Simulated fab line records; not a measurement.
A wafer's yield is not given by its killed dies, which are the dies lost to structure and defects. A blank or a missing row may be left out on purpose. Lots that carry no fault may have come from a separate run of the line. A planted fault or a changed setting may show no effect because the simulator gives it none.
fab line records ; flow nand_harc ; part 1 of 2: steps 1 to 18 of 26
[record] lots = 5; wafers = 15; last_day = 22
route steps=1159 shown A_CONTACT@932
lots that met no fault: taken from a fault-free run of the same line
start_h: start of the lot's first displayed wafer, in hours after the record's first day ; wait_h: hours elapsed since this lot's preceding step ; " repeats the value in the row above ; L1.1+2: a row that stands for several wafers ; - either no value or no given start ; * or withheld: withheld ; < > ~ a bound
route shown NAME@n: NAME is a module with steps in the file, n the number in the route of the first one ; usual: the fault-free wafers' mean and standard deviation ; same: alike in all rows ; chamber/n: place in a boat ; sites: per-site readings ; _std_site: standard deviation across them ; _edge_site: inner sites' mean taken away from outer sites' mean ; radius_mm: for every site, how far away it sits from the centre of the wafer ; mask NAME#n: copy n ; behind: tool/chamber where the wafer was last shaped ; hold: why the lot went on hold/how many hours it stayed there/how the hold came to an end ; device: transistor that didn't switch, given as n, p or np ; end of line: at the end of the route, the tests of the same wafers ; a step without rows: its recipe alone ; killed: dies lost to structure and defects at the first sort, not the wafer's yield ; map: per-die view of a wafer (x killed, . not killed, _ where there is no die)
set.NAME: the setting the step ran with; set.NAME@STEP: the setting that earlier step ran with ; model.NAME: the simulator's own value behind a step, which no gauge read
lots at selected steps of the route; one table per step, one row per wafer
services: the hour from which a tool's chamber was out of use, counted from the record's first day as start_h (under 0 if before that day), plus the number of hours and why
[[steps]]
[step NHARC_A_CONTACT_EXPOSE_05]
[recipe] na = 1.35; sigma_outer = 0.8; dose_mj = 84.24; mask_id = A_CC
[same] na = 1.35
lot.wafer;tool;chamber;start_h;wait_h;mask
L074.2+3+5;arfi_scanner-02;0;396.90;-;A_CC#0
L080.2+4+6;arfi_scanner-03;0;424.27;-;A_CC#0
L081.1+4+6;arfi_scanner-03;0;431.23;-;A_CC#0
L087.3+5+6;arfi_scanner-03;0;459.24;-;A_CC#0
L091.4+5+6;arfi_scanner-02;0;477.72;-;A_CC#0
[step NHARC_A_CONTACT_PEB_06]
[recipe] peb_temp_c = 100; peb_time_s = 65
lot.wafer;tool;chamber;start_h;wait_h
L074.2+3+5;litho_track-04;0;396.96;0.1
L080.2+4+6;litho_track-01;0;424.32;0.1
L081.1+4+6;litho_track-04;0;431.29;0.1
L087.3+5+6;litho_track-06;0;459.29;0.0
L091.4+5+6;litho_track-01;0;477.77;0.0
[step NHARC_A_CONTACT_DEVELOP_07]
[recipe] develop_time_s = 35; dev_temp_c = 23
lot.wafer;tool;chamber;start_h;wait_h
L074.2+3+5;litho_track-04;0;-;-
L080.2+4+6;litho_track-01;0;-;-
L081.1+4+6;litho_track-04;0;-;-
L087.3+5+6;litho_track-06;0;-;-
L091.4+5+6;litho_track-01;0;-;-
[step NHARC_A_CONTACT_CD_MEAS_08]
[recipe] target_cd_nm = 100; landing_energy_ev = 500
[usual] cd_nm = 99.9/0.46
lot.wafer;tool;chamber;start_h;wait_h;cd_nm
L074.2;cd_sem-02;0;397.04;-;100.6
L074.3;cd_sem-02;0;397.04;-;100.2
L074.5;cd_sem-02;0;397.04;-;99.7
L080.2;cd_sem-02;0;424.40;-;99.7
L080.4;cd_sem-02;0;424.40;-;99.7
L080.6;cd_sem-02;0;424.40;-;99.7
L081.1;cd_sem-02;0;431.37;-;100.4
L081.4;cd_sem-02;0;431.37;-;99.5
L081.6;cd_sem-02;0;431.37;-;100.1
L087.3;cd_sem-01;0;459.38;-;99.3
L087.5;cd_sem-01;0;459.38;-;99.5
L087.6;cd_sem-01;0;459.38;-;99.4
L091.4;cd_sem-01;0;477.86;-;99.9
L091.5;cd_sem-01;0;477.86;-;99.7
L091.6;cd_sem-01;0;477.86;-;99.6
[step NHARC_A_CONTACT_OVL_MEAS_09]
[usual] overlay_x_nm = 0.1/0.79; overlay_y_nm = 0.0/0.89
lot.wafer;tool;chamber;start_h;wait_h;overlay_x_nm;overlay_y_nm
L074.2;overlay-02;-;397.13;-;-1.4;-0.5
L074.3;overlay-02;-;397.13;-;-1.2;-0.2
L074.5;overlay-02;-;397.13;-;-1.2;-0.2
L080.2;overlay-01;-;424.49;-;1.7;-1.0
L080.4;overlay-01;-;424.49;-;1.4;-0.7
L080.6;overlay-01;-;424.49;-;2.4;-1.2
L081.1;overlay-02;-;431.46;-;1.1;0.0
L081.4;overlay-02;-;431.46;-;1.1;0.2
L081.6;overlay-02;-;431.46;-;1.1;0.1
L087.3;overlay-01;-;459.46;-;0.1;1.0
L087.5;overlay-01;-;459.46;-;0.5;1.5
L087.6;overlay-01;-;459.46;-;0.5;1.4
L091.4;overlay-02;-;477.94;-;0.1;-0.1
L091.5;overlay-02;-;477.94;-;-0.1;0.3
L091.6;overlay-02;-;477.94;-;-0.1;1.0
[step NHARC_A_CONTACT_INSPECT_10]
[usual] raw_defect_count = 31/15
lot.wafer;tool;chamber;start_h;wait_h;raw_defect_count
L074.2;defect_inspect-01;-;397.16;0.0;36
L074.3;defect_inspect-01;-;397.16;0.0;32
L074.5;defect_inspect-01;-;397.16;0.0;30
L080.2;defect_inspect-02;-;424.53;0.0;38
L080.4;defect_inspect-02;-;424.53;0.0;41
L080.6;defect_inspect-02;-;424.53;0.0;34
L081.1;defect_inspect-02;-;431.50;0.0;4
L081.4;defect_inspect-02;-;431.50;0.0;11
L081.6;defect_inspect-02;-;431.50;0.0;10
L087.3;defect_inspect-01;-;459.50;0.0;48
L087.5;defect_inspect-01;-;459.50;0.0;50
L087.6;defect_inspect-01;-;459.50;0.0;50
L091.4;defect_inspect-01;-;477.98;0.0;18
L091.5;defect_inspect-01;-;477.98;0.0;20
L091.6;defect_inspect-01;-;477.98;0.0;24
[step NHARC_A_CONTACT_DESCUM_13]
[recipe] time_s = 3; o2_flow_sccm = 200; ar_flow_sccm = 0; bias_power_w = 0; chemistry = O2
[usual] drypump_motor_current_A = 5.6/0.44; mfc_ar_sccm = 0.015/0.016; oes_product_au = 1.000/0.0081; rf_vpp_V = 57.9/0.8; showerhead_plenum_p_Torr = 1.94/0.094; throttle_valve_pct = 11.312/0.0095
lot.wafer;tool;chamber;start_h;wait_h;drypump_motor_current_A;mfc_ar_sccm;oes_product_au;rf_hours_counter_h;rf_vpp_V;showerhead_plenum_p_Torr;throttle_valve_pct
L074.2;rie_diel-09;1;397.24;0.1;4.7;0.040;0.997;51;58.6;1.98;11.323
L074.3;rie_diel-09;2;397.24;0.1;5.5;0;1.008;52;58.9;1.90;11.307
L074.5;rie_diel-09;0;397.24;0.1;5.4;0.014;0.999;-;58.6;1.86;11.323
L080.2;rie_diel-09;2;424.60;0.1;5.5;0;1.004;63;57.3;1.90;11.297
L080.4;rie_diel-09;1;424.60;0.1;4.7;0.040;1.010;-;56.8;1.98;11.294
L080.6;rie_diel-09;2;424.60;0.1;5.5;0;1.009;-;57.9;1.90;11.297
L081.1;rie_diel-06;1;431.56;0.1;5.4;0.043;0.991;0;58.1;1.92;11.327
L081.6;rie_diel-06;2;431.56;0.1;5.3;0.008;1.003;-;57.8;2.04;11.285
L081.4;rie_diel-06;0;431.56;0.1;5.5;0;1.004;-;58.2;2.08;11.319
L087.3;rie_diel-06;2;459.56;0.1;5.3;0.008;1.004;7;58.8;2.03;11.307
L087.6;rie_diel-06;2;459.56;0.1;5.3;0.008;1.003;-;57.7;2.03;11.307
L087.5;rie_diel-06;3;459.56;0.1;6.4;0.020;0.992;-;57.4;1.89;11.313
L091.4;rie_diel-06;0;478.04;0.1;5.5;0;1.010;11;58.0;2.07;11.318
L091.6;rie_diel-06;3;478.04;0.1;6.4;0.020;1.000;-;57.9;1.89;11.313
L091.5;rie_diel-06;0;478.04;0.1;5.5;0;1.005;-;59.3;2.07;11.322
[step NHARC_A_CONTACT_ETCH_88]
[recipe] target_depth_a = 390; over_etch_frac = 0.3; time_s = 65; ion_energy_ev = 80; cf4_flow_sccm = 150; ar_flow_sccm = 0; rf_w = 300; bias_w = 100; chemistry = CF4
[usual] drypump_motor_current_A = 5.6/0.44; mfc_ar_sccm = 0.014/0.016; oes_product_au = 1.000/0.0077; rf_vpp_V = 151.4/1.3; showerhead_plenum_p_Torr = 1.79/0.082; throttle_valve_pct = 13.284/0.0085
lot.wafer;tool;chamber;start_h;wait_h;drypump_motor_current_A;mfc_ar_sccm;oes_product_au;rf_hours_counter_h;rf_vpp_V;showerhead_plenum_p_Torr;throttle_valve_pct
L074.2;rie_diel-09;3;397.46;0.2;5.7;0;1.011;38;150.6;1.66;13.275
L074.3;rie_diel-09;0;397.46;0.2;5.4;0.014;1.006;52;149.7;1.72;13.282
L074.5;rie_diel-09;2;397.46;0.2;5.5;0;0.996;-;151.1;1.76;13.281
L080.2;rie_diel-09;2;424.89;0.3;5.5;0;1.006;63;152.2;1.75;13.277
L080.4;rie_diel-09;3;424.89;0.3;5.7;0;1.013;-;148.5;1.66;13.278
L080.6;rie_diel-09;1;424.89;0.3;4.8;0.040;0.992;-;152.0;1.82;13.299
L081.1;rie_diel-06;1;431.68;0.1;5.4;0.043;0.998;0;150.7;1.77;13.290
L081.6;rie_diel-06;2;431.68;0.1;5.3;0.008;1.014;-;151.2;1.87;13.282
L081.4;rie_diel-06;1;431.68;0.1;5.4;0.043;0.995;-;150.2;1.77;13.283
L087.3;rie_diel-06;0;459.64;0.1;5.5;0;1.001;6;153.4;1.91;13.280
L087.5;rie_diel-06;0;459.64;0.1;5.5;0;1.005;-;153.3;1.91;13.277
L087.6;rie_diel-06;1;459.64;0.1;5.4;0.043;1.008;-;151.6;1.77;13.272
L091.4;rie_diel-06;2;478.13;0.1;5.3;0.008;1.007;12;152.0;1.87;13.289
L091.5;rie_diel-06;1;478.13;0.1;5.4;0.043;0.992;-;151.1;1.77;13.292
L091.6;rie_diel-06;2;478.13;0.1;5.3;0.008;1.003;-;151.8;1.87;13.284
[step NHARC_A_CONTACT_ETCH_89]
[recipe] target_depth_a = 2600; over_etch_frac = 0.3; time_s = 475.3; ion_energy_ev = 200; n2_flow_sccm = 150; h2_flow_sccm = 150; ar_flow_sccm = 0; rf_w = 400; bias_w = 150; chemistry = N2/H2
[usual] drypump_motor_current_A = 5.6/0.43; mfc_ar_sccm = 0.014/0.016; oes_product_au = 0.999/0.0083; rf_vpp_V = 431/3; showerhead_plenum_p_Torr = 2.06/0.1; throttle_valve_pct = 14.171/0.0086
lot.wafer;tool;chamber;start_h;wait_h;drypump_motor_current_A;mfc_ar_sccm;oes_product_au;rf_hours_counter_h;rf_vpp_V;showerhead_plenum_p_Torr;throttle_valve_pct
L074.3;rie_diel-09;2;-;-;5.5;0;1.013;52;431;2.02;14.170
L074.2;rie_diel-09;3;-;-;5.7;0;1.014;38;426;1.90;14.169
L074.5;rie_diel-09;1;-;-;4.8;0.040;0.990;-;433;2.11;14.173
L080.2;rie_diel-09;1;-;-;4.7;0.040;0.999;63;432;2.11;14.170
L080.6;rie_diel-09;2;-;-;5.5;0;1.000;-;430;2.02;14.181
L080.4;rie_diel-09;3;-;-;5.7;0;1.015;-;427;1.90;14.174
L081.1;rie_diel-06;2;-;-;5.3;0.008;1.001;0;435;2.17;14.182
L081.6;rie_diel-06;0;-;-;5.5;0;0.994;-;436;2.22;14.168
L081.4;rie_diel-06;2;-;-;5.3;0.008;1.007;-;435;2.17;14.171
L087.3;rie_diel-06;2;-;-;5.3;0.008;1.007;7;434;2.17;14.165
L087.5;rie_diel-06;2;-;-;5.3;0.008;1.014;-;434;2.17;14.181
L087.6;rie_diel-06;3;-;-;6.4;0.020;1.001;-;427;2.01;14.171
L091.4;rie_diel-06;3;-;-;6.4;0.020;0.991;12;430;2.01;14.174
L091.5;rie_diel-06;0;-;-;5.5;0;0.990;-;437;2.21;14.160
L091.6;rie_diel-06;1;-;-;5.5;0.043;0.998;-;430;2.04;14.175
[step NHARC_A_CONTACT_ETCH_30]
[recipe] target_depth_a = 605; time_s = 30.2; cf4_flow_sccm = 100; chf3_flow_sccm = 30; ar_flow_sccm = 0; rf_w = 500; bias_w = 200; chemistry = CF4/CHF3
[usual] drypump_motor_current_A = 5.6/0.45; mfc_ar_sccm = 0.014/0.016; oes_product_au = 0.936/0.024; rf_vpp_V = 371.2/2.7; showerhead_plenum_p_Torr = 1.59/0.074; throttle_valve_pct = 16.802/0.0089
lot.wafer;tool;chamber;start_h;wait_h;drypump_motor_current_A;mfc_ar_sccm;oes_product_au;rf_hours_counter_h;rf_vpp_V;showerhead_plenum_p_Torr;throttle_valve_pct
L074.2;rie_diel-09;2;-;-;5.5;0;0.920;53;371.3;1.56;16.821
L074.3;rie_diel-09;1;-;-;4.8;0.040;0.918;52;371.4;1.62;16.802
L074.5;rie_diel-09;2;-;-;5.5;0;0.925;-;369.4;1.56;16.815
L080.2;rie_diel-09;1;-;-;4.8;0.040;0.916;63;373.6;1.62;16.791
L080.6;rie_diel-09;1;-;-;4.8;0.040;0.918;-;372.1;1.62;16.789
L080.4;rie_diel-09;2;-;-;5.5;0;0.924;-;370.2;1.56;16.791
L081.1;rie_diel-06;3;-;-;6.4;0.020;0.995;0;371.1;1.55;16.807
L081.4;rie_diel-06;1;-;-;5.4;0.043;0.962;1;371.2;1.58;16.803
L081.6;rie_diel-06;2;-;-;5.3;0.008;0.965;-;374.2;1.67;16.808
L087.3;rie_diel-06;0;-;-;5.5;0;0.936;7;374.9;1.70;16.804
L087.6;rie_diel-06;1;-;-;5.4;0.043;0.931;-;371.1;1.58;16.801
L087.5;rie_diel-06;2;-;-;5.3;0.008;0.930;-;375.3;1.67;16.804
L091.4;rie_diel-06;3;-;-;6.4;0.020;0.910;12;369.4;1.55;16.805
L091.5;rie_diel-06;3;-;-;6.4;0.020;0.930;-;369.1;1.55;16.798
L091.6;rie_diel-06;0;-;-;5.5;0;0.931;-;374.5;1.70;16.797
[step NHARC_A_CONTACT_ETCH_31]
[recipe] target_depth_a = 20000; over_etch_frac = 0.3; time_s = 520; ion_energy_ev = 150; o2_flow_sccm = 400; cos_flow_sccm = 20; ar_flow_sccm = 0; rf_w = 500; bias_w = 300; chemistry = O2/COS
[usual] drypump_motor_current_A = 5.6/0.45; mfc_ar_sccm = 0.015/0.016; oes_product_au = 1.000/0.009; rf_vpp_V = 314.5/2.3; showerhead_plenum_p_Torr = 3.15/0.14; throttle_valve_pct = 28.330/0.0085
lot.wafer;tool;chamber;start_h;wait_h;drypump_motor_current_A;mfc_ar_sccm;oes_product_au;rf_hours_counter_h;rf_vpp_V;showerhead_plenum_p_Torr;throttle_valve_pct
L074.2;rie_diel-09;1;-;-;4.7;0.040;0.995;52;315.8;3.22;28.333
L074.3;rie_diel-09;2;-;-;5.5;0;0.999;53;312.8;3.10;28.349
L074.5;rie_diel-09;0;-;-;5.5;0.014;0.987;-;313.1;3.04;28.326
L080.2;rie_diel-09;2;-;-;5.5;0;1.000;64;314.0;3.10;28.342
L080.4;rie_diel-09;3;-;-;5.7;0;1.018;-;311.0;2.92;28.325
L080.6;rie_diel-09;1;-;-;4.7;0.040;0.994;-;316.3;3.22;28.329
L081.1;rie_diel-06;1;-;-;5.4;0.043;0.998;1;314.4;3.13;28.320
L081.4;rie_diel-06;3;-;-;6.4;0.020;0.990;1;312.9;3.09;28.321
L081.6;rie_diel-06;2;-;-;5.3;0.008;1.007;-;317.3;3.31;28.324
L087.3;rie_diel-06;0;-;-;5.5;0;0.995;7;316.9;3.37;28.333
L087.6;rie_diel-06;3;-;-;6.4;0.020;1.000;-;315.1;3.08;28.332
L087.5;rie_diel-06;0;-;-;5.5;0;1.004;-;317.4;3.37;28.332
L091.4;rie_diel-06;3;-;-;6.4;0.020;0.986;12;312.8;3.08;28.333
L091.6;rie_diel-06;3;-;-;6.4;0.020;0.998;-;313.1;3.08;28.340
L091.5;rie_diel-06;0;-;-;5.5;0;0.998;-;316.9;3.37;28.324
[step NHARC_A_CONTACT_ETCH_134]
[recipe] source_w = withheld; pressure_mtorr = 20; bias_v = withheld; time_s = 140; target_depth_a = 7000; ar_flow_sccm = withheld; c4f8_flow_sccm = withheld; o2_flow_sccm = withheld; chemistry = C4F8/O2/Ar
[usual] oes_air_line_au = 1.001/0.022
lot.wafer;tool;chamber;start_h;wait_h;oes_air_line_au;rf_hours_counter_h
L074.2;har_cap_etch-02;1;398.89;-;0.978;12
L074.3;har_cap_etch-02;1;398.89;-;0.979;-
L074.5;har_cap_etch-02;1;398.89;-;0.996;-
L080.2;har_cap_etch-01;1;425.94;-;0.987;65
L080.4;har_cap_etch-01;1;425.94;-;0.997;-
L080.6;har_cap_etch-01;0;425.94;-;1.050;-
L081.1;har_cap_etch-03;0;432.98;-;1.013;92
L081.4;har_cap_etch-03;1;432.98;-;1.002;-
L081.6;har_cap_etch-03;1;432.98;-;0.977;-
L087.3;har_cap_etch-01;1;460.67;-;1.017;-
L087.6;har_cap_etch-01;0;460.67;-;0.977;-
L087.5;har_cap_etch-01;1;460.67;-;1.004;-
L091.4;har_cap_etch-02;1;479.10;-;0.966;-
L091.5;har_cap_etch-02;1;479.10;-;0.947;-
L091.6;har_cap_etch-02;0;479.10;-;1.011;-
[step NHARC_A_CONTACT_ETCH_135]
[recipe] source_w = withheld; pressure_mtorr = 20; bias_v = 3000; time_s = 132; target_depth_a = 12870; ar_flow_sccm = withheld; c4f8_flow_sccm = withheld; o2_flow_sccm = withheld; chemistry = C4F8/O2/Ar
[usual] oes_air_line_au = 0.999/0.021
lot.wafer;tool;chamber;start_h;wait_h;oes_air_line_au;rf_hours_counter_h
L074.2;har_cap_etch-02;1;399.08;0.2;0.974;12
L074.3;har_cap_etch-02;1;399.08;0.2;1.004;-
L074.5;har_cap_etch-02;1;399.08;0.2;1.027;-
L080.2;har_cap_etch-01;1;426.14;0.2;1.003;65
L080.4;har_cap_etch-01;1;426.14;0.2;0.992;-
L080.6;har_cap_etch-01;0;426.14;0.2;0.980;-
L081.1;har_cap_etch-03;0;433.16;0.2;1.035;92
L081.4;har_cap_etch-03;1;433.16;0.2;1.022;-
L081.6;har_cap_etch-03;1;433.16;0.2;1.003;-
L087.3;har_cap_etch-01;1;460.83;0.1;0.998;-
L087.6;har_cap_etch-01;0;460.83;0.1;1.004;-
L087.5;har_cap_etch-01;1;460.83;0.1;1.028;-
L091.4;har_cap_etch-02;1;479.27;0.1;0.994;-
L091.5;har_cap_etch-02;1;479.27;0.1;0.979;-
L091.6;har_cap_etch-02;0;479.27;0.1;0.986;-
[step NHARC_A_CONTACT_ETCH_136]
[recipe] source_w = withheld; pressure_mtorr = 20; bias_v = 3000; time_s = 132; target_depth_a = 12870; ar_flow_sccm = withheld; c4f8_flow_sccm = withheld; o2_flow_sccm = withheld; chemistry = C4F8/O2/Ar
[usual] oes_air_line_au = 1.000/0.02
lot.wafer;tool;chamber;start_h;wait_h;oes_air_line_au;rf_hours_counter_h
L074.2;har_cap_etch-02;1;399.21;0.1;0.985;12
L074.3;har_cap_etch-02;1;399.21;0.1;0.963;-
L074.5;har_cap_etch-02;1;399.21;0.1;0.978;-
L080.2;har_cap_etch-01;1;426.27;0.1;1.005;65
L080.4;har_cap_etch-01;1;426.27;0.1;0.979;-
L080.6;har_cap_etch-01;0;426.27;0.1;0.988;-
L081.1;har_cap_etch-03;0;433.29;0.1;1.051;92
L081.4;har_cap_etch-03;1;433.29;0.1;1.032;-
L081.6;har_cap_etch-03;1;433.29;0.1;1.028;-
L087.3;har_cap_etch-01;1;460.95;0.1;0.997;-
L087.6;har_cap_etch-01;0;460.95;0.1;0.990;-
L087.5;har_cap_etch-01;1;460.95;0.1;0.997;-
L091.4;har_cap_etch-02;1;479.39;0.1;0.980;-
L091.5;har_cap_etch-02;1;479.39;0.1;0.999;-
L091.6;har_cap_etch-02;0;479.39;0.1;1.006;-
[step NHARC_A_CONTACT_ETCH_137]
[recipe] source_w = withheld; pressure_mtorr = 20; bias_v = 3000; time_s = 132; target_depth_a = 12870; ar_flow_sccm = withheld; c4f8_flow_sccm = withheld; o2_flow_sccm = withheld; chemistry = C4F8/O2/Ar
[usual] oes_air_line_au = 1.002/0.02
lot.wafer;tool;chamber;start_h;wait_h;oes_air_line_au;rf_hours_counter_h
L074.2;har_cap_etch-02;1;399.33;0.1;1.006;13
L074.3;har_cap_etch-02;1;399.33;0.1;1.020;-
L074.5;har_cap_etch-02;1;399.33;0.1;0.982;-
L080.2;har_cap_etch-01;1;426.39;0.1;1.024;65
L080.4;har_cap_etch-01;1;426.39;0.1;1.001;-
L080.6;har_cap_etch-01;0;426.39;0.1;0.937;-
L081.1;har_cap_etch-03;0;433.41;0.1;0.984;92
L081.4;har_cap_etch-03;1;433.41;0.1;0.975;-
L081.6;har_cap_etch-03;1;433.41;0.1;1.016;-
L087.3;har_cap_etch-01;1;461.08;0.1;1.022;-
L087.6;har_cap_etch-01;0;461.08;0.1;0.981;-
L087.5;har_cap_etch-01;1;461.08;0.1;0.997;-
L091.4;har_cap_etch-02;1;479.51;0.1;0.992;-
L091.5;har_cap_etch-02;1;479.51;0.1;0.978;-
L091.6;har_cap_etch-02;0;479.51;0.1;1.003;-
[step NHARC_A_CONTACT_ETCH_138]
[recipe] source_w = withheld; pressure_mtorr = 20; bias_v = 3000; time_s = 132; target_depth_a = 12890; ar_flow_sccm = withheld; c4f8_flow_sccm = withheld; o2_flow_sccm = withheld; chemistry = C4F8/O2/Ar
[usual] oes_air_line_au = 1.002/0.019
lot.wafer;tool;chamber;start_h;wait_h;oes_air_line_au;rf_hours_counter_h
L074.2;har_cap_etch-02;1;399.45;0.1;1.016;13
L074.3;har_cap_etch-02;1;399.45;0.1;0.998;-
L074.5;har_cap_etch-02;1;399.45;0.1;1.015;-
L080.2;har_cap_etch-01;1;426.51;0.1;1.005;66
L080.4;har_cap_etch-01;1;426.51;0.1;1.017;-
L080.6;har_cap_etch-01;0;426.51;0.1;1.011;-
L081.1;har_cap_etch-03;0;433.53;0.1;1.012;92
L081.4;har_cap_etch-03;1;433.53;0.1;0.987;-
L081.6;har_cap_etch-03;1;433.53;0.1;1.006;-
L087.3;har_cap_etch-01;1;461.20;0.1;0.998;-
L087.6;har_cap_etch-01;0;461.20;0.1;0.955;-
L087.5;har_cap_etch-01;1;461.20;0.1;0.983;-
L091.4;har_cap_etch-02;1;479.64;0.1;0.992;-
L091.5;har_cap_etch-02;1;479.64;0.1;0.980;-
L091.6;har_cap_etch-02;0;479.64;0.1;0.991;-
[step NHARC_A_CONTACT_ETCH_139]
[recipe] source_w = withheld; pressure_mtorr = 20; bias_v = 400; time_s = 137; target_depth_a = 5900; ar_flow_sccm = withheld; c4f8_flow_sccm = 11.5; o2_flow_sccm = 7.2; chemistry = C4F8/O2/Ar
[usual] oes_air_line_au = 0.998/0.022
lot.wafer;tool;chamber;start_h;wait_h;oes_air_line_au;rf_hours_counter_h
L074.2;har_cap_etch-02;1;399.59;0.1;1.009;13
L074.3;har_cap_etch-02;1;399.59;0.1;1.051;-
L074.5;har_cap_etch-02;1;399.59;0.1;1.031;-
L080.2;har_cap_etch-01;1;426.64;0.1;1.009;66
L080.4;har_cap_etch-01;1;426.64;0.1;1.019;-
L080.6;har_cap_etch-01;0;426.64;0.1;0.971;-
L081.1;har_cap_etch-03;0;433.67;0.1;0.969;92
L081.4;har_cap_etch-03;1;433.67;0.1;0.993;-
L081.6;har_cap_etch-03;1;433.67;0.1;1.031;-
L087.3;har_cap_etch-01;1;461.37;0.2;1.024;-
L087.6;har_cap_etch-01;0;461.37;0.2;1.011;-
L087.5;har_cap_etch-01;1;461.37;0.2;1.023;-
L091.4;har_cap_etch-02;1;479.80;0.1;1.015;-
L091.5;har_cap_etch-02;1;479.80;0.1;0.984;-
L091.6;har_cap_etch-02;0;479.80;0.1;0.999;-
[step NHARC_A_CONTACT_ETCH_92]
[recipe] target_depth_a = 400; over_etch_frac = 0.5; time_s = 85.7; ion_energy_ev = 120; ch3f_flow_sccm = 50; o2_flow_sccm = 30; ar_flow_sccm = 200; rf_w = 500; bias_w = 100; chemistry = CH3F/O2
[usual] drypump_motor_current_A = 5.7/0.46; mfc_ar_sccm = 200.1/0.55; oes_product_au = 0.931/0.023; rf_vpp_V = 244.9/1.9; showerhead_plenum_p_Torr = 2.49/0.12; throttle_valve_pct = 20.663/0.009
lot.wafer;tool;chamber;start_h;wait_h;drypump_motor_current_A;mfc_ar_sccm;oes_product_au;rf_hours_counter_h;rf_vpp_V;showerhead_plenum_p_Torr;throttle_valve_pct
L074.3;rie_diel-06;3;400.00;0.3;6.4;199.8;0.902;29;244.7;2.43;20.667
L074.2;rie_diel-06;0;400.00;0.3;5.5;201.0;0.911;29;241.8;2.27;20.653
L074.5;rie_diel-06;1;400.00;0.3;5.4;200.8;0.911;-;244.6;2.47;20.679
L080.2;rie_diel-09;3;427.06;0.4;5.7;200.7;0.941;52;242.9;2.30;20.660
L080.6;rie_diel-09;3;427.06;0.4;5.7;200.5;0.927;-;240.6;2.30;20.684
L080.4;rie_diel-09;2;427.06;0.4;5.6;200.4;0.914;-;243.0;2.44;20.657
L081.4;rie_diel-06;1;434.07;0.3;5.4;200.4;0.919;2;245.2;2.46;20.654
L081.1;rie_diel-06;2;434.07;0.3;5.3;200.6;0.936;2;246.3;2.61;20.657
L081.6;rie_diel-06;3;434.07;0.3;6.4;200.0;0.927;-;243.9;2.43;20.652
L087.3;rie_diel-11;0;461.71;0.3;6.5;201.4;0.991;34;247.1;2.62;20.652
L087.6;rie_diel-11;1;461.71;0.3;6.0;199.4;1.002;-;242.3;2.31;20.658
L087.5;rie_diel-11;2;461.71;0.3;5.9;199.8;1.015;-;246.7;2.62;20.657
L091.4;rie_diel-06;2;480.12;0.3;5.3;200.6;0.923;12;246.4;2.61;20.651
L091.5;rie_diel-06;2;480.12;0.3;5.3;200.0;0.942;-;247.1;2.61;20.674
L091.6;rie_diel-06;3;480.12;0.3;6.4;199.5;0.922;-;243.1;2.42;20.646
